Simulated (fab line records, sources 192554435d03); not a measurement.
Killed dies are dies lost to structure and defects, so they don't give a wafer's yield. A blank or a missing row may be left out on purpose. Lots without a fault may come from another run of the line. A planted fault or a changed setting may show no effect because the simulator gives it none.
fab line records | flow n5_finfet
record lots=8 wafers=24 last_day=17
route steps=1938 shown BEOL_M0_SAQP@691 BEOL_M0@721 BEOL_M4@1111
lots that met no fault: from a run of the same line without faults
start_h: hours from the record's first day to the start of the lot's first wafer shown | wait_h: hours since the lot's step before | " the same as in the row above | L1.1+2: a row that stands for several wafers | - no value, or no start given | * or withheld: withheld | < > ~ a bound
route shown NAME@n: a module of which the file shows steps, and the number in the route of the first | usual: mean/standard deviation of fault-free wafers | same: alike in all rows | chamber/n: place in a boat | sites: the reading at each site | _std_site: their standard deviation | _edge_site: outer sites' mean less inner sites' | radius_mm: how far each site lies from the wafer's centre | mask NAME#n: copy n | behind: the tool/chamber that last shaped the wafer | hold: why the lot was held/for how many hours/how that ended | device: the transistor (n, p or np) that didn't switch | end of line: the same wafers' tests at the end of the route | a step without rows: its recipe alone | killed: dies lost to structure and defects at the first sort, not the wafer's yield | map: a wafer's dies, x killed, . not, _ none there
set.NAME: the setting as run; set.NAME@STEP: as run at that earlier step | model.NAME: the simulator's own value behind a step, which no gauge read
steps of the route over a sample of lots; a table a step, a row a wafer
services: from which hour (start_h, from the record's first day; less than 0 if before it) a tool's chamber was out of use, for how many hours, and why
## steps
# step N5_BEOL_M0_SAQP_INSPECT_42
# recipe mode=adi inspect_instrument=brightfield
# usual raw_defect_count=299/98
# columns lot.wafer tool chamber start_h wait_h raw_defect_count
L293.1 defect_inspect-01 - 121.16 0.1 322
L293.3 " - " " 318
L293.5 " - " " 274
L300.2 defect_inspect-02 - 164.26 0.0 266
L300.4 " - " " 268
L300.5 " - " " 286
L302.2 defect_inspect-02 - 172.12 0.0 230
L302.4 " - " " 265
L302.5 " - " " 399
L305.1 defect_inspect-02 - 197.26 0.1 287
L305.2 " - " " 393
L305.5 " - " " 450
L308.2 defect_inspect-02 - 209.64 0.0 272
L308.4 " - " " 271
L308.6 " - " " 348
L309.1 defect_inspect-01 - 216.60 0.1 555
L309.5 " - " " 399
L309.6 " - " " 639
L312.3 defect_inspect-01 - 230.70 0.0 268
L312.4 " - " " 249
L312.5 " - " " 253
L314.1 defect_inspect-01 - 243.30 0.1 207
L314.5 " - " " 191
L314.6 " - " " 355
# step N5_BEOL_M0_SAQP_CUT_ETCH_46
# recipe chemistry=N2/H2 target=SOC target_depth_a=1350 overetch_a=270 temp_c=40 time_s=202.5 ion_energy_ev=200 mask_material=SiARC pressure_mtorr=30 source_w=840 bias_w=150 n2_flow_sccm=200 h2_flow_sccm=200
# usual drypump_motor_current_A=5.5/0.43 rf_fwd_power_W=837.8/2.4 rf_vpp_V=523.0/2 showerhead_plenum_p_Torr=2.51/0.075 throttle_valve_pct=17.9/0.31
# columns lot.wafer tool chamber start_h wait_h drypump_motor_current_A rf_fwd_power_W rf_hours_counter_h rf_vpp_V showerhead_plenum_p_Torr throttle_valve_pct
L293.1 rie_diel-04 1 121.28 0.0 6.5 834.6 91 525.1 2.56 17.4
L293.3 " 3 " " 5.3 840.8 191 524.5 2.66 17.8
L293.5 " 0 " " 5.6 835.1 - 523.1 2.51 18.4
L300.2 rie_diel-02 3 164.38 0.0 5.1 839.1 128 522.3 2.43 18.1
L300.4 " 2 " " 5.8 835.6 220 523.9 2.53 17.7
L300.5 " 0 " " 6.0 839.0 - 524.6 2.51 18.1
L302.2 rie_diel-02 1 172.58 0.0 5.9 840.0 67 522.2 2.46 17.4
L302.4 " 3 " " 5.1 835.3 131 522.1 2.43 18.1
L302.5 " 3 " " 5.1 835.9 - 521.6 2.43 18.1
L305.1 rie_diel-02 0 197.38 0.0 6.0 840.3 179 524.4 2.51 18.1
L305.2 " 1 " " 5.9 842.5 73 521.4 2.46 17.4
L305.5 " 2 " " 5.7 835.1 - 525.1 2.53 17.7
L308.2 rie_diel-02 2 210.08 0.0 5.8 842.9 235 524.0 2.52 17.7
L308.4 " 3 " " 5.1 831.8 141 520.4 2.43 18.1
L308.6 " 1 " " 5.9 833.2 - 523.3 2.46 17.4
L309.1 rie_diel-06 3 216.72 0.0 5.3 839.5 181 521.0 2.43 18.2
L309.5 " 3 " " 5.3 838.6 - 520.8 2.43 18.2
L309.6 " 2 " " 4.8 838.3 - 527.2 2.61 17.5
L312.3 rie_diel-02 1 230.82 0.0 5.9 841.2 83 522.8 2.46 17.5
L312.4 " 0 " " 6.0 838.3 189 522.9 2.50 18.1
L312.5 " 2 " " 5.8 831.9 - 521.8 2.52 17.7
L314.1 rie_diel-02 1 243.42 0.0 5.9 839.8 86 522.4 2.45 17.5
L314.5 " 1 " " 5.9 840.9 - 522.4 2.45 17.5
L314.6 " 0 " " 6.0 837.9 - 523.5 2.50 18.1
# step N5_BEOL_M0_SAQP_STRIP_75
# recipe chemistry=CF4 resist=SiARC power_w=300 bias_power_w=75 pressure_mtorr=50 cf4_flow_sccm=150 rf_frequency_hz=6e+07
# usual drypump_motor_current_A=5.7/0.48 oes_product_au=0.176/0.019 rf_vpp_V=271.3/1.3 showerhead_plenum_p_Torr=1.80/0.045 throttle_valve_pct=13.68/0.28
# columns lot.wafer tool chamber start_h wait_h drypump_motor_current_A oes_product_au rf_hours_counter_h rf_vpp_V showerhead_plenum_p_Torr throttle_valve_pct
L293.1 rie_diel-04 2 122.13 0.1 6.1 0.160 206 272.3 1.85 13.93
L293.3 " 3 " " 5.3 0.166 191 274.9 1.85 13.51
L293.5 " 1 " " 6.5 0.186 - 270.8 1.82 13.35
L300.2 rie_diel-04 1 165.26 0.1 6.5 0.179 103 271.2 1.81 13.39
L300.4 " 3 " " 5.3 0.168 204 273.5 1.85 13.54
L300.5 " 0 " " 5.6 0.158 - 269.2 1.78 14.16
L302.2 rie_diel-06 3 174.49 0.1 5.3 0.177 163 269.6 1.73 13.93
L302.4 " 1 " " 5.2 0.223 - 272.7 1.91 13.29
L302.5 " 3 " " 5.3 0.178 - 270.0 1.73 13.93
L305.1 rie_diel-02 1 198.21 0.1 5.9 0.188 73 270.0 1.75 13.24
L305.2 " 0 " " 5.9 0.172 179 271.3 1.78 13.96
L305.5 " 1 " " 5.9 0.181 - 270.3 1.75 13.27
L308.2 rie_diel-02 3 211.32 0.1 5.1 0.179 141 270.6 1.74 14.03
L308.4 " 1 " " 5.9 0.180 77 270.0 1.74 13.28
L308.6 " 1 " " 5.9 0.192 - 270.1 1.74 13.27
L309.1 rie_diel-04 3 217.55 0.1 5.3 0.161 221 272.2 1.84 13.60
L309.5 " 2 " " 6.1 0.155 - 272.4 1.84 13.99
L309.6 " 1 " " 6.5 0.180 - 270.8 1.81 13.44
L312.3 rie_diel-04 2 231.78 0.1 6.1 0.161 238 273.0 1.84 13.99
L312.4 " 1 " " 6.5 0.175 124 270.6 1.81 13.44
L312.5 " 3 " " 5.2 0.162 - 273.8 1.84 13.58
L314.1 rie_diel-02 0 244.39 0.1 6.0 0.168 192 270.2 1.78 13.98
L314.5 " 1 " " 5.9 0.185 - 269.5 1.74 13.29
L314.6 " 0 " " 6.0 0.169 - 270.7 1.78 13.99
# step N5_BEOL_M0_TRENCH_ETCH_107
# recipe chemistry=C4F6/O2 target_depth_a=328 target=SiOC time_s=16.4 ion_energy_ev=250 pressure_mtorr=30 source_w=355 bias_w=185 Ar_flow_sccm=300 C4F6_flow_sccm=10 O2_flow_sccm=10
# usual drypump_motor_current_A=5.7/0.31 mfc_ar_sccm=300.0/0.99 oes_f_703_au=0.81/0.089 oes_o_777_au=0.80/0.087 oes_product_au=0.80/0.089 rf_fwd_power_W=347.5/1.6 rf_vpp_V=664/12 showerhead_plenum_p_Torr=2.86/0.096 throttle_valve_pct=20.98/0.2
# columns lot.wafer tool chamber start_h wait_h drypump_motor_current_A mfc_ar_sccm oes_f_703_au oes_o_777_au oes_product_au rf_fwd_power_W rf_hours_counter_h rf_vpp_V showerhead_plenum_p_Torr throttle_valve_pct
L293.1 rie_diel-01 3 125.91 0.0 5.1 300.7 0.69 0.69 0.66 349.2 240 644 2.68 20.97
L293.3 " 1 " " 5.9 298.5 0.80 0.82 0.81 344.7 82 680 2.99 20.66
L293.5 " 0 " " 6.2 299.3 0.85 0.84 0.83 349.4 - 661 2.89 21.05
L300.2 rie_diel-03 0 167.90 0.0 5.5 300.6 0.72 0.70 0.71 348.6 191 680 2.92 21.19
L300.4 " 1 " " 5.4 300.0 0.72 0.71 0.71 347.7 211 668 2.72 21.16
L300.5 " 0 " " 5.5 300.6 0.71 0.71 0.72 347.7 - 680 2.92 21.20
L302.2 rie_diel-01 0 179.35 0.0 6.2 300.2 1.05 1.01 0.84 432.9 126 592 2.88 21.10
L302.4 " 1 " " 5.9 299.7 0.78 0.80 0.79 345.0 - 678 2.98 20.71
L302.5 " 0 " " 6.2 299.9 1.05 1.02 0.84 431.5 - 593 2.88 21.10
L305.1 rie_diel-05 3 200.13 0.0 5.3 299.6 0.95 0.93 0.95 348.7 14 665 2.77 20.97
L305.2 " 2 " " 5.8 300.9 0.95 0.94 0.93 348.2 24 667 2.79 21.12
L305.5 " 1 " " 5.8 299.9 0.85 0.85 0.88 346.0 - 662 2.93 20.71
L308.2 rie_diel-03 1 213.05 0.0 5.4 298.6 0.71 0.70 0.70 348.7 228 670 2.71 21.19
L308.4 " 2 " " 5.8 299.0 0.73 0.73 0.73 345.2 179 645 2.73 20.89
L308.6 " 1 " " 5.4 299.7 0.70 0.69 0.71 347.1 - 672 2.71 21.18
L309.1 rie_diel-05 3 222.05 0.0 5.3 299.7 0.93 0.91 0.92 348.3 21 663 2.76 20.99
L309.5 " 2 " " 5.8 299.5 0.94 0.93 0.92 347.1 - 665 2.78 21.13
L309.6 " 1 " " 5.8 300.5 0.83 0.84 0.87 346.3 - 661 2.92 20.75
L312.3 rie_diel-01 2 233.11 0.0 6.2 300.5 0.90 0.89 0.93 343.3 36 675 2.94 21.07
L312.4 " 0 " " 6.2 298.3 0.81 0.80 0.78 347.9 146 661 2.87 21.13
L312.5 " 0 " " 6.2 298.2 0.81 0.79 0.79 346.9 - 661 2.87 21.11
L314.1 rie_diel-01 0 246.29 0.0 6.2 302.2 0.80 0.80 0.79 348.2 150 660 2.87 21.14
L314.5 " 0 " " 6.2 300.4 0.80 0.79 0.78 346.8 - 661 2.87 21.14
L314.6 " 1 " " 5.9 299.2 0.76 0.78 0.76 347.9 - 681 2.97 20.75
# step N5_BEOL_M0_OCD_MEAS_108
# usual trench_depth_nm=33.5/0.73
# columns lot.wafer tool chamber start_h wait_h trench_depth_nm
L293.1 ocd-02 - 126.02 0.1 31.9
L293.3 " - " " 32.8
L293.5 " - " " 32.7
L300.2 ocd-02 - 168.01 0.1 33.8
L300.4 " - " " 33.2
L300.5 " - " " 33.8
L302.2 ocd-01 - 179.46 0.1 36.0
L302.4 " - " " 32.4
L302.5 " - " " 36.0
L305.1 ocd-01 - 200.24 0.1 34.6
L305.2 " - " " 33.8
L305.5 " - " " 34.1
L308.2 ocd-02 - 213.16 0.1 33.6
L308.4 " - " " 32.7
L308.6 " - " " 33.3
L309.1 ocd-01 - 222.17 0.1 34.5
L309.5 " - " " 34.0
L309.6 " - " " 33.6
L312.3 ocd-01 - 233.22 0.1 34.4
L312.4 " - " " 33.7
L312.5 " - " " 33.2
L314.1 ocd-01 - 246.40 0.1 33.4
L314.5 " - " " 33.6
L314.6 " - " " 32.3
# step N5_BEOL_M4_RC_MEAS_101
# usual DIBL_N=35.4/2.1 DIBL_P=34.8/2.6 IOFF_N=0.15/0.037 IOFF_P=0.19/0.037 ION_N=677/16 ION_P=462/9.3 SS_N=71.4/0.75 SS_P=72.9/0.77 VT_N=250/3.7 VT_P=-251/3.5
# columns lot.wafer tool chamber start_h wait_h DIBL_N[mV/V] DIBL_P[mV/V] IOFF_N[nA/um] IOFF_P[nA/um] ION_N[uA/um] ION_P[uA/um] SS_N[mV/dec] SS_P[mV/dec] VT_N[mV] VT_P[mV]
L293.1 prober-01 0 183.49 0.0 35.6 34.3 0.13 0.14 654 441 71.5 72.4 255 -257
L293.3 " 0 " " 39.3 38.9 0.22 0.20 684 455 73.0 73.8 247 -256
L293.5 " 0 " " 37.9 37.1 0.19 0.18 686 455 72.5 73.3 249 -254
L300.2 prober-01 0 226.99 0.6 35.8 35.1 0.16 0.19 697 474 71.5 72.5 246 -249
L300.4 " 0 " " 36.6 34.8 0.16 0.19 688 464 71.2 73.1 247 -251
L300.5 " 0 " " 36.7 35.7 0.16 0.20 690 471 71.1 72.8 247 -250
L302.2 prober-01 0 230.56 0.2 34.5 34.6 0.13 0.17 684 464 71.4 72.2 252 -252
L302.4 " 0 " " 36.8 37.8 0.15 0.20 669 453 71.6 73.7 251 -255
L302.5 " 0 " " 36.8 36.9 0.16 0.19 668 457 71.8 73.4 249 -253
L305.1 prober-02 0 258.33 0.0 33.6 33.6 0.15 0.20 688 480 70.6 72.4 246 -248
L305.2 " 0 " " 35.7 36.7 0.18 0.24 682 469 71.7 72.5 248 -248
L305.5 " 0 " " 34.1 34.6 0.16 0.22 700 479 71.4 72.1 246 -250
L308.2 prober-02 0 260.80 0.2 38.6 39.2 0.20 0.24 681 474 72.1 73.5 248 -249
L308.4 " 0 " " 33.9 33.0 0.12 0.15 668 460 71.0 72.4 252 -255
L308.6 " 0 " " 39.1 38.8 0.18 0.23 672 464 71.7 73.8 251 -251
L309.1 prober-01 0 278.83 0.0 37.6 37.1 0.17 0.22 678 467 71.9 73.8 248 -246
L309.5 " 0 " " 35.6 36.4 0.13 0.20 662 464 71.2 72.4 254 -250
L309.6 " 0 " " 38.4 37.6 0.22 0.24 669 460 72.4 73.7 249 -248
L312.3 prober-01 0 286.65 0.3 36.2 36.9 0.18 0.22 694 472 72.3 72.9 247 -249
L312.4 " 0 " " 37.5 38.8 0.21 0.25 697 472 72.2 73.3 246 -249
L312.5 " 0 " " 37.8 38.8 0.20 0.24 696 471 72.2 73.0 245 -245
L314.1 prober-01 0 303.81 0.3 40.6 40.7 0.28 0.31 709 480 73.2 74.6 241 -246
L314.5 " 0 " " 38.2 37.9 0.23 0.25 708 479 72.2 73.6 244 -245
L314.6 " 0 " " 36.6 36.7 0.18 0.22 702 478 72.0 73.9 246 -247
## services
# columns tool chamber start_h hours kind
rie_diel-04 2 109.23 1.6 repair
rie_diel-06 2 112.41 19.7 repair
rie_diel-01 2 134.57 - clean
rie_diel-01 2 134.57 - consumable_replace:esc
rie_diel-01 2 134.57 - consumable_replace:focus_ring
rie_diel-01 2 134.57 18.7 scheduled_down
rie_diel-01 2 134.57 18.7 vent_cycle
rie_diel-04 0 138.95 5.4 repair
rie_diel-01 - 141.22 1.0 repair
rie_diel-05 - 143.37 14.6 pm
rie_diel-03 3 149.91 2.5 repair
rie_diel-01 3 153.44 - clean
rie_diel-02 1 177.11 5.9 repair
rie_diel-05 - 180.40 15.6 pm
rie_diel-06 1 184.00 81.3 repair
rie_diel-04 0 186.86 - clean
rie_diel-04 0 186.86 - consumable_replace:focus_ring
rie_diel-04 0 186.86 14.6 scheduled_down
rie_diel-04 0 186.86 14.6 vent_cycle
rie_diel-02 3 191.84 6.5 repair
rie_diel-04 2 198.53 2.8 repair
rie_diel-06 2 218.19 13.6 repair
rie_diel-06 0 220.16 6.2 repair
rie_diel-02 3 243.66 9.1 repair
## key
first_sign step=N5_BEOL_M0_TRENCH_ETCH_107 reading=rf_fwd_power_W direction=up sigmas=52 usual=* struck=*
effect step=N5_BEOL_M0_TRENCH_ETCH_107 reading=rf_vpp_V direction=down sigmas=6.2 usual=664 struck=593
effect step=N5_BEOL_M0_OCD_MEAS_108 reading=trench_depth_nm direction=up sigmas=3.4 usual=33.5 struck=36.0
met_at N5_BEOL_M0_TRENCH_ETCH_107
struck_lots L302
struck_wafers L302.2,L302.5
not_acting_at N5_BEOL_M0_SAQP_INSPECT_42,N5_BEOL_M0_SAQP_CUT_ETCH_46,N5_BEOL_M0_SAQP_STRIP_75
onset_between 125.91 179.35
fault kind=process_parameter_drift tool=rie_diel-01 chamber=0 onset_h=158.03 steps=N5_BEOL_M0_TRENCH_ETCH_107 channel=source_w offset=85.2 shape=step end_h=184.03 acts_in=these_recipes_only stated=355
